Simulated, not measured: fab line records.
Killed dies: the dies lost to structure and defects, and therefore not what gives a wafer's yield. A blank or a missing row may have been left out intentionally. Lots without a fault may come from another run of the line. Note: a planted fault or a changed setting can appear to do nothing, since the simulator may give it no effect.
The same fault as seen by 3 desks :: flow nand_harc :: numbers are kept per desk, each desk with only its own; the story behind them comes last

## THE DEFECT DESK
Per lot, the means of the sampled wafers with a number show what the inspections along the route counted. The brackets show how far a lot's mean lies from the usual mean; more than 4 standard deviations puts the lot out of limits, marked OUT.
Columns: A = raw_defect_count at NHARC_P_M1_INSPECT_11, usual 4.0
lot: L847
first seen here: day 6 00:16
A: 3.3

lot: L849
first seen here: day 6 19:02
A: 5.0

lot: L854
first seen here: day 7 23:49
A: 2.7

lot: L869
first seen here: day 11 08:41
A: 6.0

lot: L870
first seen here: day 11 12:47
A: 5.0
Finding of this desk: none of the 5 lots has anything out of limits.

## TOOL OWNER'S DESK, rie_diel-13
The tool's own readings at NHARC_P_M1_ETCH_15 (etches the open film in C4F8/Ar, target depth 182.5 nm, time 91.2 s): means of the sampled wafers that have a number, for each lot that ran on this tool. The brackets show how far a lot's mean lies from the usual mean; more than 4 standard deviations puts the lot out of limits, marked OUT.
Columns: A = oes_product_au at NHARC_P_M1_ETCH_15, usual 0.963 a.u.; B = rf_vpp_V at NHARC_P_M1_ETCH_15, usual 443.1 V
lot: L847
first seen here: day 6 00:31
A: 0.959
B: 440.7

lot: L869
first seen here: day 11 08:55
A: 0.938
B: 442.2
Finding of this desk: none of the 2 lots has anything out of limits.

## THE METROLOGY DESK
Lot by lot, what the gauges showed, no matter which tool ran the lot: averages of those sampled wafers that carry a number. The brackets show how far a lot's mean lies from the usual mean; more than 4 standard deviations puts the lot out of limits, marked OUT.
Columns: A = cd_nm at NHARC_P_M1_CD_MEAS_09, usual 129.7 nm; B = overlay_x_nm at NHARC_P_M1_OVL_MEAS_10, usual 0.0 nm; C = overlay_y_nm at NHARC_P_M1_OVL_MEAS_10, usual -0.1 nm; D = cd_nm at NHARC_P_M1_CD_MEAS_16, usual 129.2 nm
lot: L847
first seen here: day 6 00:08
A: 130.0
B: -0.3
C: 0.4
D: 129.0

lot: L849
first seen here: day 6 18:55
A: 130.0
B: 0.7
C: 0.2
D: 129.3

lot: L854
first seen here: day 7 23:41
A: 131.1
B: 1.0
C: 0.4
D: 130.3

lot: L869
first seen here: day 11 08:34
A: 127.8
B: 0.6
C: -1.9
D: 128.1

lot: L870
first seen here: day 11 12:40
A: 129.5
B: 0.2
C: 0.5
D: 128.5
Finding of this desk: none of the 5 lots has anything out of limits.

## PUT TOGETHER
Nothing out of limits was seen by the defect desk.
Nothing out of limits was seen by the tool owner's desk.
Metrology desk: nothing out of limits seen.

## WHAT THE SIMULATOR HAD PUT IN
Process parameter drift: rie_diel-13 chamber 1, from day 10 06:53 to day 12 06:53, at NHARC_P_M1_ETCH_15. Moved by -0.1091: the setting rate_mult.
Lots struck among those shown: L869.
